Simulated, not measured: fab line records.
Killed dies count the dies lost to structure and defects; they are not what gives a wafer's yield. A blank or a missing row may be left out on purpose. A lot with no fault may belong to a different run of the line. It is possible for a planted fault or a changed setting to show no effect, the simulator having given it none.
fab line records	flow n5Finfet	part 1 of 2: steps 1 to 19 of 25
[record] lots = 5	wafers = 15	lastDay = 17
route steps=1938 shown BEOL_M6@1212
lots that met no fault: from a run of the same line without faults
startH: start of the lot's first displayed wafer, in hours after the record's first day	waitH: hours since the lot's step before	" the same as in the row above	L1.1+2: several wafers, shown together as one row	- no value present, or no start provided	* or withheld: withheld	< > ~ a bound
route shown NAME@n: a module of which the file shows steps, and the number in the route of the first	usual: mean/standard deviation of fault-free wafers	same: alike in all rows	chamber/n: place in a boat	sites: per-site readings	_std_site: their standard deviation	_edge_site: the outer-site mean with the inner-site mean subtracted	radiusMm: how far each site lies from the wafer's centre	mask NAME#n: copy n	behind: the last tool/chamber to shape the wafer	hold: what put the lot on hold/how long, in hours/how the hold closed	device: which transistor (n, p or np) failed to switch	end of line: tests run on the same wafers once the route is complete	where a step has no rows: the recipe by itself	killed: at the first sort, the dies lost to defects and structure; wafer yield is something else	map: dies across one wafer; x = killed, . = not, _ = none there
set.NAME: setting as actually run; set.NAME@STEP: the setting as run at that earlier step	model.NAME: the simulator's own value behind a step, which no gauge read
lots at some steps of the route; a table a step, a row a wafer
services: when a tool's chamber went out of use (startH, in hours from the record's first day, below 0 if earlier), for how many hours, and the reason
[[steps]]
[step N5_BEOL_M6_ETCH_62]
[recipe] chemistry = N2/H2	target = SOC	targetDepthA = 1100	overetchA = 220	maskMaterial = SiARC	tempC = 40	timeS = 165	ionEnergyEv = 200	pressureMtorr = 30	sourceW = 840	biasW = 150	n2FlowSccm = 200	h2FlowSccm = 200
[usual] chamberPressureMTorr = 30.004/0.029	drypumpMotorCurrentA = 5.6/0.36	oesProductAu = 0.68/0.073	rfVppV = 523.5/2.2	showerheadPlenumPTorr = 2.52/0.071	throttleValvePct = 17.65/0.27
lot.wafer	tool	chamber	startH	waitH	chamberPressureMTorr	drypumpMotorCurrentA	oesProductAu	rfHoursCounterH	rfVppV	showerheadPlenumPTorr	throttleValvePct
L076.2	rieDiel-04	0	196.15	0.0	30.077	6.1	0.60	236	522.7	2.48	17.63
L076.3	"	1	"	"	30.011	5.4	0.75	33	522.5	2.48	17.76
L076.5	"	1	"	"	29.965	5.4	0.74	-	523.9	2.48	17.76
L077.2	rieDiel-01	2	209.39	0.0	30.040	5.9	0.77	19	523.3	2.50	17.60
L077.3	"	3	"	"	30.017	5.3	0.59	197	527.9	2.62	17.79
L077.6	"	2	"	"	29.994	5.9	0.77	-	523.0	2.50	17.59
L083.2	rieDiel-03	1	239.97	0.0	30.027	5.1	0.74	32	524.8	2.58	17.68
L083.3	"	0	"	"	29.989	6.4	0.60	206	521.6	2.51	17.88
L083.6	"	2	"	"	29.981	5.7	0.74	-	523.9	2.58	17.33
L086.1	rieDiel-04	2	272.84	0.0	29.993	5.5	0.66	96	521.0	2.44	17.34
L086.2	"	3	"	"	30.053	4.9	0.63	189	521.5	2.44	18.01
L086.5	"	2	"	"	29.995	5.5	0.66	-	522.3	2.44	17.34
L097.4	rieDiel-01	2	329.46	0.0	30.008	5.9	0.71	62	522.8	2.49	17.67
L097.5	"	0	"	"	30.019	5.8	0.80	-	528.8	2.71	17.41
L097.6	"	1	"	"	29.985	5.7	0.66	-	524.8	2.55	17.32
[step N5_BEOL_M6_STRIP_68]
[recipe] chemistry = N2/H2	tempC = 40	n2FlowSccm = 200	h2FlowSccm = 200	rfFrequencyHz = 6e+07
lot.wafer	tool	chamber	startH	waitH
L076.2+3+5	rieDiel-04	0,1,1	196.29	0.1
L077.2+3+6	rieDiel-01	2,3,2	209.53	0.1
L083.2+3+6	rieDiel-03	1,0,2	240.11	0.1
L086.1+2+5	rieDiel-04	2,3,2	272.97	0.1
L097.4+5+6	rieDiel-01	2,0,1	329.59	0.1
[step N5_BEOL_M6_STRIP_67]
[recipe] chemistry = CF4	resist = SiARC	powerW = 300	biasPowerW = 75	pressureMtorr = 50	cf4FlowSccm = 150	rfFrequencyHz = 6e+07
[usual] chamberPressureMTorr = 49.99/0.052	drypumpMotorCurrentA = 5.6/0.36	oesProductAu = 0.80/0.086	rfVppV = 271.0/1.4	showerheadPlenumPTorr = 1.78/0.049	throttleValvePct = 13.47/0.27
lot.wafer	tool	chamber	startH	waitH	chamberPressureMTorr	drypumpMotorCurrentA	oesProductAu	rfHoursCounterH	rfVppV	showerheadPlenumPTorr	throttleValvePct
L076.2	rieDiel-04	0	196.30	0.0	49.92	6.1	0.71	236	269.9	1.77	13.78
L076.3	"	1	"	"	50.02	5.4	0.89	33	271.2	1.75	13.39
L076.5	"	1	"	"	50.02	5.4	0.88	-	271.8	1.75	13.41
L077.2	rieDiel-01	2	209.54	0.0	50.01	5.9	0.92	19	268.9	1.76	13.26
L077.3	"	3	"	"	49.96	5.3	0.70	197	272.3	1.84	13.65
L077.6	"	2	"	"	50.05	5.9	0.91	-	270.7	1.76	13.27
L083.2	rieDiel-03	1	240.12	0.0	50.01	5.1	0.87	32	272.3	1.80	13.31
L083.3	"	0	"	"	49.94	6.3	0.70	206	271.4	1.79	13.85
L083.6	"	2	"	"	49.93	5.6	0.87	-	273.1	1.82	13.11
L086.1	rieDiel-04	2	272.98	0.0	50.04	5.5	0.78	96	270.0	1.74	13.37
L086.2	"	3	"	"	50.04	4.9	0.75	189	271.1	1.71	13.69
L086.5	"	2	"	"	49.99	5.5	0.78	-	270.7	1.74	13.36
L097.4	rieDiel-01	2	329.60	0.0	50.04	5.9	0.84	62	271.6	1.75	13.37
L097.5	"	0	"	"	50.00	5.7	0.94	-	272.8	1.92	13.33
L097.6	"	1	"	"	49.98	5.7	0.77	-	270.4	1.80	13.18
[step N5_BEOL_M6_HM_OPEN_17]
[recipe] chemistry = Cl2/BCl3	targetDepthA = 200	overetchA = 60	target = TiN	maskMaterial = SOC	ionEnergyEv = 150	pressureMtorr = 10	icpW = 1000	biasW = 126	Cl2_flow_sccm = 53.25	bcl3FlowSccm = 21.75	Ar_flow_sccm = 25
[usual] chamberPressureMTorr = 10.001/0.0083	drypumpMotorCurrentA = 5.8/0.42	mfcCl2Sccm = 53.27/0.15	oes_ar_750_au = 0.82/0.086	oesProductAu = 0.71/0.071	throttleValvePct = 21.73/0.23
lot.wafer	tool	chamber	startH	waitH	chamberPressureMTorr	drypumpMotorCurrentA	mfcCl2Sccm	oes_ar_750_au	oesProductAu	rfHoursCounterH	throttleValvePct
L076.2	rieMetal-01	1	196.35	0.0	10.000	5.2	53.15	0.77	0.67	39	21.95
L076.3	"	1	"	"	10.006	5.3	53.13	0.77	0.66	-	21.96
L076.5	"	1	"	"	10.003	5.3	53.43	0.77	0.66	-	21.95
L077.2	rieMetal-02	1	209.58	0.0	9.994	5.0	53.46	0.74	0.67	39	21.55
L077.3	"	0	"	"	9.999	5.9	53.35	0.85	0.74	-	21.46
L077.6	"	1	"	"	10.002	5.0	53.20	0.74	0.67	-	21.55
L083.2	rieMetal-01	0	240.16	0.0	9.990	5.8	53.22	0.82	0.71	26	21.52
L083.3	"	1	"	"	10.000	5.2	53.50	0.76	0.65	-	21.98
L083.6	"	1	"	"	10.002	5.3	53.32	0.76	0.65	-	21.98
L086.1	rieMetal-01	1	273.03	0.0	10.013	5.3	53.28	0.75	0.64	46	21.99
L086.2	"	0	"	"	10.005	5.8	53.21	0.82	0.71	29	21.51
L086.5	"	0	"	"	9.999	5.8	53.11	0.82	0.70	-	21.52
L097.4	rieMetal-02	1	329.68	0.1	9.979	5.0	52.82	0.72	0.65	-	21.58
L097.5	"	0	"	"	9.997	5.9	53.43	0.82	0.70	-	21.48
L097.6	"	1	"	"	9.991	5.0	53.21	0.72	0.65	-	21.58
[step N5_BEOL_M6_STRIP_19]
[recipe] chemistry = O2	powerW = 400	tempC = 40	pressureMtorr = 30	rfFrequencyHz = 6e+07	biasPowerW = 0	overashFraction = 0.2	o2FlowSccm = 225
[usual] chamberPressureMTorr = 30.00/0.037	drypumpMotorCurrentA = 5.6/0.38	oesProductAu = 0.80/0.088	rfVppV = 3.6/0.56	showerheadPlenumPTorr = 2.06/0.055	throttleValvePct = 16.54/0.27
lot.wafer	tool	chamber	startH	waitH	chamberPressureMTorr	drypumpMotorCurrentA	oesProductAu	rfHoursCounterH	rfVppV	showerheadPlenumPTorr	throttleValvePct
L076.2	rieDiel-03	0	196.60	0.2	29.96	6.4	0.71	191	3.8	2.07	16.78
L076.3	"	3	"	"	30.02	5.4	0.67	238	4.0	2.07	17.18
L076.5	"	2	"	"	29.96	5.6	0.90	-	3.5	2.12	16.08
L077.2	rieDiel-01	2	209.69	0.1	29.99	5.9	0.92	19	4.4	2.06	16.38
L077.3	"	3	"	"	29.98	5.3	0.70	197	3.8	2.18	16.78
L077.6	"	0	"	"	29.97	5.7	0.70	-	3.3	1.98	16.71
L083.2	rieDiel-03	2	240.28	0.1	30.02	5.6	0.88	50	3.0	2.11	16.09
L083.3	"	1	"	"	29.98	5.1	0.86	32	3.6	2.13	16.53
L083.6	"	1	"	"	29.95	5.1	0.85	-	3.7	2.13	16.54
L086.1	rieDiel-03	1	273.14	0.1	30.06	5.1	0.84	45	3.7	2.13	16.54
L086.2	"	2	"	"	29.99	5.6	0.86	64	3.9	2.11	16.14
L086.5	"	0	"	"	29.96	6.4	0.69	-	4.3	2.06	16.83
L097.4	rieDiel-04	1	329.76	0.1	29.91	5.4	0.82	87	4.0	2.03	16.66
L097.5	"	1	"	"	30.00	5.4	0.82	-	3.7	2.03	16.65
L097.6	"	0	"	"	29.96	6.1	0.94	-	2.7	2.03	16.33
[step N5_BEOL_M6_CD_MEAS_18]
[recipe] pitchNm = 80	targetCdNm = 40
[usual] cdNm = 40.3/0.71
lot.wafer	tool	chamber	startH	waitH	cdNm
L076.2	cdSem-01	-	196.67	0.1	41.7
L076.3	"	-	"	"	41.0
L076.5	"	-	"	"	40.4
L077.2	cdSem-01	-	209.76	0.1	40.6
L077.3	"	-	"	"	40.3
L077.6	"	-	"	"	40.8
L083.2	cdSem-01	-	240.35	0.1	40.7
L083.3	"	-	"	"	40.6
L083.6	"	-	"	"	40.3
L086.1	cdSem-02	-	273.21	0.0	41.1
L086.2	"	-	"	"	41.3
L086.5	"	-	"	"	41.2
L097.4	cdSem-02	-	329.83	0.1	39.8
L097.5	"	-	"	"	40.3
L097.6	"	-	"	"	41.1
[step N5_BEOL_M6_COAT_63]
[recipe] resist = SOC	tempC = 250	timeS = 60	spinRpm = 1500	resistThkNm = 60
[usual] plateTempC = 249.99/0.18	spinSpeedRpm = 1499.9/1
lot.wafer	tool	chamber	startH	waitH	plateTempC	spinSpeedRpm
L076.2	lithoTrack-01	0	196.80	0.1	249.85	1497.8
L076.3	"	0	"	"	250.01	1497.9
L076.5	"	0	"	"	249.92	1499.7
L077.2	lithoTrack-03	0	210.92	1.2	250.06	1499.5
L077.3	"	0	"	"	250.07	1500.5
L077.6	"	0	"	"	249.97	1502.0
L083.2	lithoTrack-01	0	242.65	2.3	250.30	1498.8
L083.3	"	0	"	"	250.12	1499.1
L083.6	"	0	"	"	250.10	1500.2
L086.1	lithoTrack-01	0	276.15	2.9	250.10	1500.3
L086.2	"	0	"	"	250.23	1499.8
L086.5	"	0	"	"	250.02	1499.9
L097.4	lithoTrack-03	0	329.95	0.1	249.91	1500.2
L097.5	"	0	"	"	249.90	1500.9
L097.6	"	0	"	"	249.95	1501.2
[step N5_BEOL_M6_COAT_64]
[recipe] resist = SiARC	tempC = 220	timeS = 60	spinRpm = 1500	resistThkNm = 12
[usual] plateTempC = 219.99/0.17	spinSpeedRpm = 1500.3/0.87
lot.wafer	tool	chamber	startH	waitH	plateTempC	spinSpeedRpm
L076.2	lithoTrack-01	0	-	-	219.89	1502.0
L076.3	"	0	"	"	219.81	1499.6
L076.5	"	0	"	"	219.89	1501.2
L077.2	lithoTrack-03	0	-	-	220.02	1497.4
L077.3	"	0	"	"	219.98	1498.9
L077.6	"	0	"	"	220.00	1499.5
L083.2	lithoTrack-01	0	-	-	219.81	1498.9
L083.3	"	0	"	"	219.91	1499.7
L083.6	"	0	"	"	219.78	1499.2
L086.1	lithoTrack-01	0	-	-	220.05	1500.3
L086.2	"	0	"	"	219.94	1501.6
L086.5	"	0	"	"	219.96	1501.0
L097.4	lithoTrack-03	0	-	-	220.00	1500.0
L097.5	"	0	"	"	220.15	1499.6
L097.6	"	0	"	"	219.93	1499.5
[step N5_BEOL_M6_COAT_71]
[recipe] resist = underlayer	tempC = 205	timeS = 60	spinRpm = 1500	resistThkNm = 5
[usual] plateTempC = 204.99/0.16	spinSpeedRpm = 1499.9/1
lot.wafer	tool	chamber	startH	waitH	plateTempC	spinSpeedRpm
L076.2	lithoTrack-01	0	-	-	205.10	1500.3
L076.3	"	0	"	"	205.05	1499.4
L076.5	"	0	"	"	204.90	1499.6
L077.2	lithoTrack-03	0	-	-	204.77	1499.3
L077.3	"	0	"	"	205.16	1498.8
L077.6	"	0	"	"	204.78	1498.2
L083.2	lithoTrack-01	0	-	-	205.02	1498.9
L083.3	"	0	"	"	205.05	1499.6
L083.6	"	0	"	"	205.13	1500.3
L086.1	lithoTrack-01	0	-	-	205.01	1500.5
L086.2	"	0	"	"	205.06	1501.1
L086.5	"	0	"	"	205.10	1500.0
L097.4	lithoTrack-03	0	-	-	205.34	1500.3
L097.5	"	0	"	"	205.14	1500.5
L097.6	"	0	"	"	205.12	1499.6
[step N5_BEOL_M6_COAT_22]
[recipe] resist = CAR-EUV	spinRpm = 1500	resistThkNm = 30
[usual] spinSpeedRpm = 1500.0/0.93
lot.wafer	tool	chamber	startH	waitH	spinSpeedRpm
L076.2	lithoTrack-01	0	-	-	1499.5
L076.3	"	0	"	"	1498.9
L076.5	"	0	"	"	1499.5
L077.2	lithoTrack-03	0	-	-	1499.5
L077.3	"	0	"	"	1500.0
L077.6	"	0	"	"	1498.7
L083.2	lithoTrack-01	0	-	-	1499.9
L083.3	"	0	"	"	1499.4
L083.6	"	0	"	"	1500.3
L086.1	lithoTrack-01	0	-	-	1500.8
L086.2	"	0	"	"	1499.7
L086.5	"	0	"	"	1500.4
L097.4	lithoTrack-03	0	-	-	1501.0
L097.5	"	0	"	"	1500.7
L097.6	"	0	"	"	1498.7
[step N5_BEOL_M6_EBR_24]
[recipe] solvent = PGMEA	ebrWidthMm = 1.5
lot.wafer	tool	chamber	startH	waitH
L076.2+3+5	lithoTrack-01	0	-	-
L077.2+3+6	lithoTrack-03	0	-	-
L083.2+3+6	lithoTrack-01	0	-	-
L086.1+2+5	lithoTrack-01	0	-	-
L097.4+5+6	lithoTrack-03	0	-	-
[step N5_BEOL_M6_SOFTBAKE_23]
[recipe] tempC = 110	timeS = 60	resist = CAR-EUV
[usual] plateTempC = 110.03/0.14
lot.wafer	tool	chamber	startH	waitH	plateTempC
L076.2	lithoTrack-01	0	-	-	110.01
L076.3	"	0	"	"	109.97
L076.5	"	0	"	"	110.01
L077.2	lithoTrack-03	0	-	-	109.76
L077.3	"	0	"	"	110.17
L077.6	"	0	"	"	109.96
L083.2	lithoTrack-01	0	-	-	110.07
L083.3	"	0	"	"	109.98
L083.6	"	0	"	"	109.77
L086.1	lithoTrack-01	0	-	-	109.97
L086.2	"	0	"	"	110.05
L086.5	"	0	"	"	110.01
L097.4	lithoTrack-03	0	-	-	110.24
L097.5	"	0	"	"	109.96
L097.6	"	0	"	"	110.10
[step N5_BEOL_M6_EXPOSE_25]
[recipe] maskId = V5	na = 0.33	sourceShape = annular	sigmaInner = 0.4	sigmaOuter = 0.8	polarization = unpolarized	targetCdNm = 40	doseMj = 45
[usual] reticleTempC = 22.99/0.11	stageMsdNm = 0.835/0.015
lot.wafer	tool	chamber	startH	waitH	mask	reticleTempC	stageMsdNm
L076.2	euvScanner-02	0	196.98	-	V5#0	23.07	0.846
L076.3	"	0	"	"	V5#0	23.04	0.843
L076.5	"	0	"	"	V5#0	23.01	0.848
L077.2	euvScanner-02	0	211.33	-	V5#0	23.06	0.846
L077.3	"	0	"	"	V5#0	22.90	0.848
L077.6	"	0	"	"	V5#0	23.08	0.848
L083.2	euvScanner-01	0	242.92	-	V5#0	22.98	0.813
L083.3	"	0	"	"	V5#0	22.98	0.815
L083.6	"	0	"	"	V5#0	23.16	0.812
L086.1	euvScanner-02	0	276.41	-	V5#0	23.11	0.850
L086.2	"	0	"	"	V5#0	22.96	0.845
L086.5	"	0	"	"	V5#0	23.01	0.845
L097.4	euvScanner-01	0	330.23	-	V5#0	23.26	0.836
L097.5	"	0	"	"	V5#0	22.98	0.833
L097.6	"	0	"	"	V5#0	22.90	0.839
[step N5_BEOL_M6_PEB_26]
[recipe] pebTempC = 100	pebTimeS = 60	resist = CAR-EUV
[usual] plateTempC = 100.01/0.13
[same] pebTimeS = 60
lot.wafer	tool	chamber	startH	waitH	plateTempC
L076.2	lithoTrack-01	0	197.04	0.1	100.21
L076.3	"	0	"	"	100.05
L076.5	"	0	"	"	99.93
L077.2	lithoTrack-01	0	211.39	0.1	100.08
L077.3	"	0	"	"	100.08
L077.6	"	0	"	"	99.87
L083.2	lithoTrack-03	0	242.98	0.1	100.05
L083.3	"	0	"	"	100.24
L083.6	"	0	"	"	100.04
L086.1	lithoTrack-01	0	276.48	0.1	99.86
L086.2	"	0	"	"	99.82
L086.5	"	0	"	"	99.90
L097.4	lithoTrack-01	0	330.28	0.0	99.89
L097.5	"	0	"	"	99.86
L097.6	"	0	"	"	100.04
[step N5_BEOL_M6_DEVELOP_27]
[recipe] developTimeS = 30	developer = TMAH	resist = CAR-EUV	rinseLiquid = surfactantRinse	dry = airSpin	devTempC = 23
lot.wafer	tool	chamber	startH	waitH
L076.2+3+5	lithoTrack-01	0	-	-
L077.2+3+6	lithoTrack-01	0	-	-
L083.2+3+6	lithoTrack-03	0	-	-
L086.1+2+5	lithoTrack-01	0	-	-
L097.4+5+6	lithoTrack-01	0	-	-
[step N5_BEOL_M6_CD_MEAS_28]
[recipe] targetCdNm = 40	landingEnergyEv = 500	detector = seInlens
[usual] cdNm = 40.09/0.26
lot.wafer	tool	chamber	startH	waitH	cdNm
L076.2	cdSem-01	0	197.11	-	40.03
L076.3	"	0	"	"	40.14
L076.5	"	0	"	"	40.26
L077.2	cdSem-02	0	211.46	-	40.21
L077.3	"	0	"	"	39.65
L077.6	"	0	"	"	40.41
L083.2	cdSem-02	0	243.05	-	40.12
L083.3	"	0	"	"	39.68
L083.6	"	0	"	"	40.22
L086.1	cdSem-01	0	276.54	-	40.32
L086.2	"	0	"	"	40.05
L086.5	"	0	"	"	40.20
L097.4	cdSem-02	0	330.35	-	39.98
L097.5	"	0	"	"	40.21
L097.6	"	0	"	"	40.49
[step N5_BEOL_M6_OVL_MEAS_29]
[recipe] pointsPerWafer = 522
[usual] V5_OVL = -0.3/0.65
lot.wafer	tool	chamber	startH	waitH	V5_OVL[nm]
L076.2	overlay-02	0	197.14	0.0	-0.1
L076.3	"	0	"	"	0.0
L076.5	"	0	"	"	-0.1
L077.2	overlay-02	0	211.50	0.0	-0.3
L077.3	"	0	"	"	-0.7
L077.6	"	0	"	"	-0.6
L083.2	overlay-02	0	243.08	0.0	0.0
L083.3	"	0	"	"	0.2
L083.6	"	0	"	"	-0.7
L086.1	overlay-02	0	276.57	0.0	0.8
L086.2	"	0	"	"	0.0
L086.5	"	0	"	"	-0.1
L097.4	overlay-01	0	330.39	0.0	-1.3
L097.5	"	0	"	"	-0.8
L097.6	"	0	"	"	0.1
[step N5_BEOL_M6_INSPECT_30]
[recipe] mode = adi	inspectInstrument = brightfield
[usual] rawDefectCount = 454/110
lot.wafer	tool	chamber	startH	waitH	rawDefectCount
L076.2	defectInspect-02	-	197.19	0.0	488
L076.3	"	-	"	"	656
L076.5	"	-	"	"	348
L077.2	defectInspect-01	-	211.55	0.0	455
L077.3	"	-	"	"	582
L077.6	"	-	"	"	447
L083.2	defectInspect-02	-	243.14	0.0	528
L083.3	"	-	"	"	476
L083.6	"	-	"	"	536
L086.1	defectInspect-02	-	276.63	0.1	437
L086.2	"	-	"	"	395
L086.5	"	-	"	"	498
L097.4	defectInspect-01	-	330.43	0.0	479
L097.5	"	-	"	"	394
L097.6	"	-	"	"	331
[step N5_BEOL_M6_DESCUM_33]
[recipe] chemistry = O2	timeS = 7	sourcePowerW = 50	biasPowerW = 20	pressureMtorr = 20	rfFrequencyHz = 2.712e+07	tempC = 40	resist = CAR-EUV	o2FlowSccm = 225
[usual] chamberPressureMTorr = 20.001/0.019	drypumpMotorCurrentA = 5.6/0.42	oesProductAu = 0.81/0.089	rfVppV = 242.8/1.2	showerheadPlenumPTorr = 2.06/0.049	throttleValvePct = 20.29/0.22
lot.wafer	tool	chamber	startH	waitH	chamberPressureMTorr	drypumpMotorCurrentA	oesProductAu	rfHoursCounterH	rfVppV	showerheadPlenumPTorr	throttleValvePct
L076.2	rieDiel-04	0	197.23	0.0	20.021	6.1	0.71	237	242.2	2.04	20.26
L076.3	"	2	"	"	20.016	5.5	0.84	64	241.8	2.04	20.16
L076.5	"	1	"	"	19.965	5.4	0.90	-	242.3	2.05	20.35
L077.2	rieDiel-04	1	211.77	0.2	20.022	5.4	0.89	39	243.3	2.05	20.38
L077.3	"	3	"	"	19.986	4.9	0.76	177	239.9	1.98	20.34
L077.6	"	0	"	"	20.019	6.0	0.71	-	242.4	2.04	20.26
L083.2	rieDiel-03	0	243.34	0.2	19.982	6.4	0.70	207	243.2	2.06	20.49
L083.3	"	1	"	"	19.992	5.1	0.85	33	244.4	2.13	20.30
L083.6	"	1	"	"	20.006	5.1	0.86	-	245.0	2.13	20.30
L086.1	rieDiel-03	2	276.83	0.2	19.993	5.7	0.85	64	242.6	2.10	19.87
L086.2	"	3	"	"	20.006	5.5	0.95	7	241.8	2.06	20.50
L086.5	"	0	"	"	19.975	6.3	0.68	-	243.7	2.05	20.51
L097.4	rieDiel-03	2	330.73	0.3	19.996	5.6	0.83	84	245.2	2.10	19.88
L097.5	"	3	"	"	19.995	5.4	0.91	-	242.3	2.05	20.54
L097.6	"	0	"	"	19.968	6.4	0.68	-	241.4	2.05	20.56
